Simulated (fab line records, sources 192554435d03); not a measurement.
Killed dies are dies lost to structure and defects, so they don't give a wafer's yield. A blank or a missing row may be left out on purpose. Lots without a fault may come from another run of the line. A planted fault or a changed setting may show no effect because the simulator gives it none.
Chamber matching | flow n5_finfet | N5_BEOL_M9_STRIP_19 on rie_diel-01: 4 sister chambers
The step strips in O2. 4 wafers are shown with their chamber, then 9 later ones without.

WAFERS WITH THEIR CHAMBER
wafer  | chamber | showerhead_plenum_p_Torr (Torr)
L080.2 | 3       | 1.98
L080.3 | 2       | 1.95
L083.5 | 1       | 2.19
L083.6 | 0       | 2.11

WAFERS WITHOUT THEIR CHAMBER
wafer  | showerhead_plenum_p_Torr (Torr)
L089.2 | 2.19
L089.4 | 2.24
L089.5 | 2.10
L095.2 | 2.18
L095.3 | 2.24
L095.4 | 2.10
L097.2 | 2.18
L097.4 | 2.10
L097.6 | 2.24

WHICH CHAMBER EACH WENT THROUGH
wafer  | from the rows above | in truth
L089.2 | 1                   | 1
L089.4 | 1                   | 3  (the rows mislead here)
L089.5 | 0                   | 0
L095.2 | 1                   | 1
L095.3 | 1                   | 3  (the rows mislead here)
L095.4 | 0                   | 0
L097.2 | 1                   | 1
L097.4 | 0                   | 0
L097.6 | 1                   | 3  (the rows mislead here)
Placed correctly: 6 of 9. Can't be placed from these rows: 0. Placed wrongly: 3.
How it was worked out, from the rows above alone: a wafer's distance from a chamber is the root of the sum, over the readings, of the square of ((its reading less the chamber's mean) divided by the reading's scatter). The wafer belongs to the nearest chamber; if the next one is less than 2 further off, it can't be placed. A chamber's mean is the mean of its shown wafers. The scatter: with one shown wafer a chamber, the root of the mean of the squares of how far each hidden wafer lies from its nearest shown one.
